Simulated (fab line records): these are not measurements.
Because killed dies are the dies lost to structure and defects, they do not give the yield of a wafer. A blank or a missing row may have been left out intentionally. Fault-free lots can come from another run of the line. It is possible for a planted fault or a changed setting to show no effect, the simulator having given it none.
Chamber matching ; flow nandHarc ; NHARC_P_STI_CMP_21 on cmp-03 has 4 sister chambers
The step polishes, t overpolish 20 s, target thk 380.67 nm. 8 wafers are shown with their chamber, then 8 later ones without.

## WAFERS PAIRED WITH THEIR CHAMBERS
wafer;chamber;motorCurrentA (A);overpolishRunS (s)
L079.2;0;10.6;20.016
L080.3;0;10.3;19.991
L081.1;3;12.2;19.992
L081.3;1;11.1;19.995
L082.1;1;11.1;20.007
L082.3;2;11.2;20.011
L082.5;2;11.0;20.001
L083.2;3;12.3;19.997

## WAFERS WITHOUT THEIR CHAMBER
wafer;motorCurrentA (A);overpolishRunS (s)
L083.5;12.2;20.001
L083.6;10.6;20.018
L091.1;10.4;19.997
L091.2;11.1;20.005
L091.3;10.5;20.011
L093.1;10.3;20.002
L093.2;12.5;19.997
L093.5;10.9;20.002

## CHAMBER TAKEN BY EACH
wafer;from the rows above;in truth
L083.5;3;3
L083.6;0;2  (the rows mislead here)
L091.1;0;0
L091.2;can't be placed: 2 or 1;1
L091.3;0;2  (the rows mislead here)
L093.1;0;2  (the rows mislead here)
L093.2;3;3
L093.5;can't be placed: 1 or 2 or 0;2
3 of 8 placed correctly. Cannot be placed on the basis of these rows: 2; the candidates contain the true chamber in 2. 3 placed wrongly.
How it was worked out, from the rows above alone: a wafer's distance from a chamber is the root of the sum, over the readings, of the square of ((its reading less the chamber's mean) divided by the reading's scatter). The wafer belongs to the nearest chamber; if the next one is less than 2 further off, it can't be placed. Each chamber's mean is taken over the wafers shown for it. The scatter: take each reading less its chamber's mean, square it, sum over the shown wafers, divide by the number of wafers less the number of chambers, and take the root.
